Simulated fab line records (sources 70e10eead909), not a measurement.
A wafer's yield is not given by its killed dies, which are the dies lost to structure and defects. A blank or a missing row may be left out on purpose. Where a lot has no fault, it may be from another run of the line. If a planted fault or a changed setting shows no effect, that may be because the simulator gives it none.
Which tool is to blame? + flow nandHarc + 10 lots with 30 wafers sampled at 6 steps, on a route of 1302 steps

== WHAT EACH GAUGE READ, for each wafer ==
NHARC_END_WLT_00. Usual: VT_DECK1_BOTTOM 0.873, standard deviation 0.0063; VT_DECK1_BOTTOM_INNER 0.873, standard deviation 0.0066; VT_DECK1_MEDIAN_NEAR_BOTTOM 0.874, standard deviation 0.0074; VT_DECK1_MEDIAN_NEAR_BOTTOM_INNER 0.875, standard deviation 0.007; VT_DECK1_MIDDLE 0.885, standard deviation 0.0057; VT_DECK1_MIDDLE_INNER 0.886, standard deviation 0.0065; VT_DECK1_TOP 0.897, standard deviation 0.006; VT_DECK1_TOP_INNER 0.898, standard deviation 0.0058; VT_DECK2_BOTTOM 0.871, standard deviation 0.008; VT_DECK2_BOTTOM_INNER 0.871, standard deviation 0.0082; VT_DECK2_MEDIAN_NEAR_BOTTOM 0.872, standard deviation 0.0074; VT_DECK2_MEDIAN_NEAR_BOTTOM_INNER 0.871, standard deviation 0.0086; VT_DECK2_MIDDLE 0.884, standard deviation 0.0079; VT_DECK2_MIDDLE_INNER 0.884, standard deviation 0.0072; VT_DECK2_TOP 0.896, standard deviation 0.0076; VT_DECK2_TOP_INNER 0.897, standard deviation 0.0077.
| lot  | measured     | on        | VT_DECK1_BOTTOM   | VT_DECK1_BOTTOM_INNER | VT_DECK1_MEDIAN_NEAR_BOTTOM | VT_DECK1_MEDIAN_NEAR_BOTTOM_INNER | VT_DECK1_MIDDLE   | VT_DECK1_MIDDLE_INNER | VT_DECK1_TOP      | VT_DECK1_TOP_INNER | VT_DECK2_BOTTOM   | VT_DECK2_BOTTOM_INNER | VT_DECK2_MEDIAN_NEAR_BOTTOM | VT_DECK2_MEDIAN_NEAR_BOTTOM_INNER | VT_DECK2_MIDDLE   | VT_DECK2_MIDDLE_INNER | VT_DECK2_TOP      | VT_DECK2_TOP_INNER | flag |
|------|--------------|-----------|-------------------|-----------------------|-----------------------------|-----------------------------------|-------------------|-----------------------|-------------------|--------------------|-------------------|-----------------------|-----------------------------|-----------------------------------|-------------------|-----------------------|-------------------|--------------------|------|
| L324 | day 24 16:46 | prober-02 | 0.869 0.866 0.876 | 0.865 0.866 0.866     | 0.869 0.868 0.866           | 0.865 0.867 0.867                 | 0.884 0.878 0.892 | 0.881 0.878 0.874     | 0.893 0.894 0.899 | 0.887 0.903 0.889  | 0.867 0.867 0.861 | 0.862 0.856 0.860     | 0.867 0.860 0.871           | 0.863 0.864 0.859                 | 0.889 0.887 0.879 | 0.874 0.881 0.877     | 0.891 0.896 0.884 | 0.891 0.894 0.892  |      |
| L326 | day 26 02:19 | prober-02 | 0.873 0.869 0.871 | 0.862 0.868 0.870     | 0.871 0.866 0.866           | 0.872 0.868 0.871                 | 0.880 0.877 0.877 | 0.882 0.888 0.882     | 0.892 0.899 0.886 | 0.892 0.894 0.891  | 0.861 0.862 0.867 | 0.861 0.866 0.872     | 0.860 0.863 0.863           | 0.861 0.851 0.861                 | 0.879 0.868 0.876 | 0.881 0.879 0.878     | 0.884 0.888 0.889 | 0.883 0.885 0.891  |      |
| L328 | day 26 18:07 | prober-01 | 0.881 0.878 0.871 | 0.879 0.884 0.877     | 0.878 0.880 0.880           | 0.880 0.879 0.875                 | 0.888 0.888 0.886 | 0.887 0.891 0.883     | 0.895 0.905 0.899 | 0.910 0.898 0.902  | 0.869 0.869 0.875 | 0.875 0.883 0.880     | 0.873 0.880 0.881           | 0.868 0.865 0.879                 | 0.890 0.893 0.889 | 0.894 0.884 0.887     | 0.899 0.907 0.903 | 0.914 0.907 0.903  |      |
| L333 | day 29 10:04 | prober-02 | 0.872 0.875 0.878 | 0.883 0.869 0.872     | 0.878 0.877 0.876           | 0.884 0.878 0.885                 | 0.893 0.887 0.887 | 0.896 0.890 0.900     | 0.907 0.909 0.908 | 0.904 0.909 0.905  | 0.876 0.884 0.876 | 0.875 0.878 0.882     | 0.877 0.876 0.877           | 0.884 0.872 0.877                 | 0.879 0.890 0.892 | 0.890 0.888 0.895     | 0.894 0.906 0.904 | 0.902 0.901 0.903  |      |
| L334 | day 29 10:04 | prober-01 | 0.874 0.868 0.874 | 0.860 0.866 0.872     | 0.865 0.867 0.875           | 0.872 0.878 0.886                 | 0.892 0.883 0.887 | 0.894 0.886 0.890     | 0.900 0.897 0.895 | 0.900 0.898 0.896  | 0.878 0.883 0.884 | 0.875 0.885 0.886     | 0.878 0.876 0.884           | 0.869 0.882 0.885                 | 0.889 0.892 0.892 | 0.887 0.887 0.893     | 0.912 0.903 0.903 | 0.906 0.901 0.915  |      |
| L339 | day 31 09:47 | prober-01 | 0.873 0.876 0.871 | 0.878 0.870 0.873     | 0.870 0.873 0.869           | 0.874 0.882 0.868                 | 0.888 0.890 0.881 | 0.881 0.887 0.890     | 0.899 0.899 0.895 | 0.899 0.887 0.902  | 0.871 0.870 0.875 | 0.873 0.869 0.870     | 0.884 0.875 0.874           | 0.882 0.868 0.870                 | 0.889 0.890 0.882 | 0.878 0.893 0.889     | 0.901 0.899 0.892 | 0.907 0.904 0.899  |      |
| L337 | day 31 17:02 | prober-01 | 0.876 0.878 0.872 | 0.868 0.873 0.870     | 0.866 0.872 0.872           | 0.874 0.871 0.879                 | 0.880 0.886 0.878 | 0.883 0.879 0.882     | 0.898 0.896 0.897 | 0.901 0.898 0.889  | 0.864 0.859 0.861 | 0.863 0.864 0.866     | 0.863 0.864 0.871           | 0.859 0.862 0.862                 | 0.881 0.879 0.881 | 0.890 0.873 0.888     | 0.900 0.890 0.884 | 0.894 0.887 0.890  |      |
| L340 | day 32 19:30 | prober-02 | 0.864 0.861 0.871 | 0.865 0.862 0.871     | 0.866 0.861 0.873           | 0.867 0.871 0.877                 | 0.870 0.877 0.880 | 0.875 0.886 0.881     | 0.875 0.887 0.883 | 0.885 0.888 0.893  | 0.936 0.929 0.923 | 0.933 0.934 0.929     | 0.939 0.936 0.929           | 0.935 0.927 0.928                 | 0.951 0.954 0.946 | 0.948 0.943 0.942     | 0.966 0.976 0.973 | 0.970 0.978 0.964  | OFF  |
| L341 | day 32 12:25 | prober-01 | 0.870 0.872 0.879 | 0.880 0.871 0.878     | 0.876 0.881 0.878           | 0.875 0.877 0.890                 | 0.886 0.876 0.886 | 0.893 0.886 0.893     | 0.899 0.894 0.901 | 0.902 0.904 0.896  | 0.949 0.941 0.933 | 0.947 0.944 0.943     | 0.948 0.948 0.947           | 0.944 0.948 0.945                 | 0.960 0.970 0.956 | 0.963 0.959 0.955     | 0.978 0.985 0.974 | 0.977 0.978 0.975  | OFF  |
| L345 | day 33 18:31 | prober-01 | 0.875 0.883 0.871 | 0.871 0.885 0.870     | 0.881 0.877 0.873           | 0.870 0.880 0.867                 | 0.887 0.882 0.889 | 0.894 0.892 0.896     | 0.893 0.893 0.895 | 0.900 0.904 0.896  | 0.882 0.866 0.879 | 0.877 0.867 0.872     | 0.879 0.868 0.879           | 0.878 0.867 0.873                 | 0.888 0.889 0.882 | 0.888 0.884 0.890     | 0.890 0.895 0.903 | 0.897 0.899 0.902  |      |

NHARC_END_SORT_01. Usual: killedAtArray 53, standard deviation 21; killedAtOther 0.8, standard deviation 1.1; killedAtPeriphery 4.2, standard deviation 2.7; killedDies 58, standard deviation 22; killedOpen 3.4, standard deviation 1.9; killedShort 2.5, standard deviation 1.6.
| lot  | measured     | on        | killedAtArray | killedAtOther | killedAtPeriphery | killedDies | killedOpen | killedShort | flag |
|------|--------------|-----------|---------------|---------------|-------------------|------------|------------|-------------|------|
| L337 | day 32 00:04 | prober-01 | 32            | 0             | 5                 | 37         | 2          | 3           |      |

== WHAT TOOL EACH LOT RAN ON (gives the tool, then ch and the chambers of the sampled wafers, and finally the start) ==
| lot  | NHARC_A_CHANNEL_FILL_D2_CVD_05  | NHARC_THIN_TSV_ETCH_44            | NHARC_THIN_TSV_DEGAS_49     | NHARC_THIN_TSV_PVD_19                  |
|------|---------------------------------|-----------------------------------|-----------------------------|----------------------------------------|
| L324 | lpcvdPoly-02 ch 0, day 14 19:26 | rieDiel-11 ch 0,2, day 24 04:40   | pvdSputter-02, day 24 07:13 | pvdSputter-02, day 24 16:46 or earlier |
| L326 | lpcvdPoly-03 ch 0, day 15 19:51 | rieDiel-13 ch 1,3, day 25 09:14   | pvdSputter-02, day 25 13:03 | pvdSputter-02, day 26 02:19 or earlier |
| L328 | lpcvdPoly-02 ch 0, day 16 18:13 | rieDiel-05 ch 0,2,3, day 26 06:08 | pvdSputter-01, day 26 08:40 | pvdSputter-01, day 26 18:07 or earlier |
| L333 | lpcvdPoly-03 ch 0, day 19 07:23 | rieDiel-05 ch 0,1,2, day 28 20:21 | pvdSputter-02, day 28 22:51 | pvdSputter-02, day 29 10:04 or earlier |
| L334 | lpcvdPoly-03 ch 0, day 19 07:23 | rieDiel-13 ch 2,3, day 28 21:37   | pvdSputter-01, day 29 00:13 | pvdSputter-01, day 29 10:04 or earlier |
| L339 | lpcvdPoly-03 ch 0, day 21 05:13 | rieDiel-05 ch 1,2,3, day 30 21:26 | pvdSputter-03, day 31 00:04 | pvdSputter-03, day 31 09:47 or earlier |
| L337 | lpcvdPoly-01 ch 0, day 21 09:06 | rieDiel-05 ch 1,2, day 31 04:47   | pvdSputter-02, day 31 07:22 | pvdSputter-02, day 31 17:02 or earlier |
| L340 | lpcvdPoly-03 ch 0, day 21 18:26 | rieDiel-13 ch 1,2,3, day 31 17:13 | pvdSputter-03, day 31 19:43 | pvdSputter-03, day 32 19:30 or earlier |
| L341 | lpcvdPoly-03 ch 0, day 21 18:26 | rieDiel-13 ch 0,1, day 31 13:59   | pvdSputter-01, day 31 16:33 | pvdSputter-01, day 32 12:25 or earlier |
| L345 | lpcvdPoly-02 ch 0, day 24 04:52 | rieDiel-05 ch 0,2,3, day 33 07:42 | pvdSputter-03, day 33 10:03 | pvdSputter-03, day 33 18:31 or earlier |
- NHARC_A_CHANNEL_FILL_D2_CVD_05: deposits poly-Si, target thk 5 nm.
- NHARC_THIN_TSV_ETCH_44: etches the open film in CF4/O2, target depth 1594.2 nm, time 797.1 s.
- NHARC_THIN_TSV_DEGAS_49: time 120 s.
- NHARC_THIN_TSV_PVD_19: deposits TaN, target thk 20 nm.

== WHAT THE TOOLS THEMSELVES READ (means of the sampled wafers that have a number; where no wafer has one, the mark that the record gives instead) ==
NHARC_A_CHANNEL_FILL_D2_CVD_05. Usual: spikeTcLowerC reads 549.7 C (standard deviation 1.1).
| lot  | tool         | spikeTcLowerC (C) | flag |
|------|--------------|-------------------|------|
| L324 | lpcvdPoly-02 | 549.8             |      |
| L326 | lpcvdPoly-03 | 550.6             |      |
| L328 | lpcvdPoly-02 | 548.8             |      |
| L333 | lpcvdPoly-03 | 550.6             |      |
| L334 | lpcvdPoly-03 | 550.4             |      |
| L339 | lpcvdPoly-03 | 549.6             |      |
| L337 | lpcvdPoly-01 | 550.5             |      |
| L340 | lpcvdPoly-03 | 550.4             |      |
| L341 | lpcvdPoly-03 | 549.7             |      |
| L345 | lpcvdPoly-02 | 549.8             |      |

NHARC_THIN_TSV_ETCH_44. Usual: biasW 800.0 W, standard deviation 2.3; drypumpMotorCurrentA 5.7 A, standard deviation 0.61; oesProductAu 0.999 a.u., standard deviation 0.0097; rfVppV 793 V, standard deviation 4; showerheadPlenumPTorr 1.82 Torr, standard deviation 0.063; throttleValvePct 16.914 %, standard deviation 0.0093.
| lot  | tool       | biasW (W) | drypumpMotorCurrentA (A) | oesProductAu (a.u.) | rfVppV (V) | showerheadPlenumPTorr (Torr) | throttleValvePct (%) | flag |
|------|------------|-----------|--------------------------|---------------------|------------|------------------------------|----------------------|------|
| L324 | rieDiel-11 | 800.4     | 5.8                      | 0.996               | 797        | 1.87                         | 16.908               |      |
| L326 | rieDiel-13 | 797.1     | 5.9                      | 1.000               | 798        | 1.89                         | 16.914               |      |
| L328 | rieDiel-05 | 799.7     | 5.3                      | 0.984               | 794        | 1.82                         | 16.911               |      |
| L333 | rieDiel-05 | 799.1     | 5.6                      | 1.005               | 792        | 1.78                         | 16.915               |      |
| L334 | rieDiel-13 | 798.0     | 6.0                      | 0.999               | 795        | 1.83                         | 16.925               |      |
| L339 | rieDiel-05 | 798.4     | 5.8                      | 1.005               | 791        | 1.78                         | 16.919               |      |
| L337 | rieDiel-05 | 802.5     | 5.6                      | 1.010               | 791        | 1.75                         | 16.907               |      |
| L340 | rieDiel-13 | 802.2     | 5.6                      | 0.998               | 796        | 1.86                         | 16.924               |      |
| L341 | rieDiel-13 | 800.2     | 6.2                      | 0.995               | 794        | 1.82                         | 16.913               |      |
| L345 | rieDiel-05 | 797.8     | 5.3                      | 1.004               | 793        | 1.81                         | 16.923               |      |

NHARC_THIN_TSV_DEGAS_49. Usual: heaterPowerW reads 468 W (standard deviation 39).
| lot  | tool          | heaterPowerW (W) | flag |
|------|---------------|------------------|------|
| L324 | pvdSputter-02 | 502              |      |
| L326 | pvdSputter-02 | 485              |      |
| L328 | pvdSputter-01 | 462              |      |
| L333 | pvdSputter-02 | 440              |      |
| L334 | pvdSputter-01 | 458              |      |
| L339 | pvdSputter-03 | 480              |      |
| L337 | pvdSputter-02 | 500              |      |
| L340 | pvdSputter-03 | 474              |      |
| L341 | pvdSputter-01 | 459              |      |
| L345 | pvdSputter-03 | 496              |      |

NHARC_THIN_TSV_PVD_19. Usual: throttleValvePct reads 30.0 % (standard deviation 0.88).
| lot  | tool          | throttleValvePct (%) | flag |
|------|---------------|----------------------|------|
| L324 | pvdSputter-02 | 29.2                 |      |
| L326 | pvdSputter-02 | 28.8                 |      |
| L328 | pvdSputter-01 | 30.1                 |      |
| L333 | pvdSputter-02 | 30.8                 |      |
| L334 | pvdSputter-01 | 30.0                 |      |
| L339 | pvdSputter-03 | 30.3                 |      |
| L337 | pvdSputter-02 | 30.5                 |      |
| L340 | pvdSputter-03 | 29.7                 |      |
| L341 | pvdSputter-01 | 30.1                 |      |
| L345 | pvdSputter-03 | 30.3                 |      |

== THE ANSWER, worked out from the rows above alone ==
Rule: a lot counts as off when the mean over its wafers that have a number is more than 3 standard deviations away from the usual mean. Also off: a lot with no number at a reading for which 4 or more lots have one. The other lots that the step has rows for count as sound. Order of review: gauges by route order, followed by the tools' own readings, for which a lot's mean as printed above is used. At the first step where some lot is off, the reading lying furthest off is the one used; lots without a number count as furthest.
Off: L340, L341, at NHARC_END_WLT_00 (VT_DECK2_TOP).
If a tool, at a process step before that reading, ran all the lots that are off and no sound lot after the first of them, it fits. Gauges at NHARC_END_WLT_00: tried the same way as those tools. NHARC_THIN_TSV_PVD_19: start missing for some lots; hours and lot order therefore follow NHARC_END_WLT_00. 2 tools fit, lpcvdPoly-03 at NHARC_A_CHANNEL_FILL_D2_CVD_05 and rieDiel-13 at NHARC_THIN_TSV_ETCH_44, so this cannot tell which one it is.

== WHAT HAD BEEN PUT IN BY THE SIMULATOR ==
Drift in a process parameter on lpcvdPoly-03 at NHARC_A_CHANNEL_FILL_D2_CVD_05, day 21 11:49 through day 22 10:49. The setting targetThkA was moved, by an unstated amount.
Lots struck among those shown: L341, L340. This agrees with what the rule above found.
